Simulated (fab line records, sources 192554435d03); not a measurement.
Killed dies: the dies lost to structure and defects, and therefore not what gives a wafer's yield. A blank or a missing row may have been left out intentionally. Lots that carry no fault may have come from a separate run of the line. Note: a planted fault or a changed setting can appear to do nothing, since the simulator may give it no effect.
Split-lot experiment	flow n5_finfet	21 wafers read across 7 lots, on a route 1938 steps long

## THE SPLIT ITSELF
At N5_MOL_CONTACT_COAG_ETCHBACK_135 (etches SiO2 in CHF3, target depth 25 nm, time 16.7 s), the setting time_s was moved away from the recipe's 16.7 s on 7 of the 21 wafers read, by -22.5% to +21.6%. The other wafers ran this setting at the recipe's value.

The reading is taken at the split's own step.

## THE READING
SOC_of_MOL_CONTACT_COAG_COAT_75.thk_nm (the simulator's own value, which no gauge read), in nm, at N5_MOL_CONTACT_COAG_ETCHBACK_135 (etches SiO2 in CHF3, target depth 25 nm, time 16.7 s). There is no usual value for it anywhere in the file. The 14 wafers here that ran the recipe average 57.2 nm, standard deviation 0.19 nm.

wafer	tool, chamber at the split	time_s as run, s	against the recipe	SOC_of_MOL_CONTACT_COAG_COAT_75.thk_nm, nm	against lot-mates on the recipe
L078.1	rie_diel-03, 1,3	16.7	recipe	57.6	-
L078.6	rie_diel-03, 1,3	16.7	recipe	57.6	-
L078.2	rie_diel-03, 3	20.31	+21.6%	57	-0.6
L079.3	rie_diel-03, 0	16.7	recipe	57.2	-
L079.4	rie_diel-03, 1,2	19.87	+19.0%	56.6	-0.6
L079.5	rie_diel-03, 1,2	19.87	+19.0%	56.6	-0.6
L087.3	rie_diel-01, 0,3	16.7	recipe	57	-
L087.4	rie_diel-01, 0,3	16.7	recipe	57	-
L087.6	rie_diel-01, 1	16.7	recipe	57.2	-
L088.4	rie_diel-05, 0	16.7	recipe	57.2	-
L088.5	rie_diel-05, 1	14.78	-11.5%	57.6	+0.4
L088.6	rie_diel-05, 2	14.78	-11.5%	57.8	+0.6
L091.1	rie_diel-05, 0	12.94	-22.5%	58	+0.6
L091.3	rie_diel-05, 3	16.7	recipe	57.4	-
L091.4	rie_diel-05, 0	12.94	-22.5%	58.2	+0.8
L093.1	rie_diel-03, 2	16.7	recipe	57.2	-
L093.3	rie_diel-03, 3	16.7	recipe	57	-
L093.4	rie_diel-03, 1	16.7	recipe	57.4	-
L097.2	rie_diel-01, 1,3,1	16.7	recipe	57.2	-
L097.4	rie_diel-01, 1,3,1	16.7	recipe	57.2	-
L097.5	rie_diel-01, 1,3,1	16.7	recipe	57.2	-
Rows listing several chambers each stand for several wafers; the file does not say which wafer went through which chamber.

FIT RESULTS
A straight line over all 21 wafers: SOC_of_MOL_CONTACT_COAG_COAT_75.thk_nm changes by -0.0318 nm for each +1% of time_s; r = -0.88; the points scatter about the line by 0.2 nm.
The same after taking each lot's own level away (the mean of its wafers on the recipe; 21 wafers): -0.0319 nm for each +1%; r = -0.96; scatter 0.099 nm.
The reading moves by 0.72 nm for the largest change in time_s, on that fit.
Across the lots, their own levels run from 57.07 to 57.60 nm, a range of 2.8 times the standard deviation given above.
Hence the lot-to-lot level has little effect on the slope; both slopes agree.
Check: with one of the wafers moved furthest among these (-22.5%) left out of the fit, the line predicts +0.777 nm for it against its lot-mates. Against them it came out at +0.6 nm.

## ADDITIONAL SPLITS CARRIED BY THESE WAFERS
These wafers also went through other splits before the reading. Each is held against what the fit with the lots' levels taken away leaves over:
other split on the same wafers	wafers away from the commonest value	r with SOC_of_MOL_CONTACT_COAG_COAT_75.thk_nm (lot level and that fit taken away)
N5_HKMG_FIN_ETCH_31 bias_w	7	-0.06
N5_MOL_CONTACT_COAG_CONTACT_ETCH_14 source_w	4	-0.34

## FILE'S OWN FIT
SOC_of_MOL_CONTACT_COAG_COAT_75.thk_nm changes by -0.0313 nm for each +1% of time_s, r = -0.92.
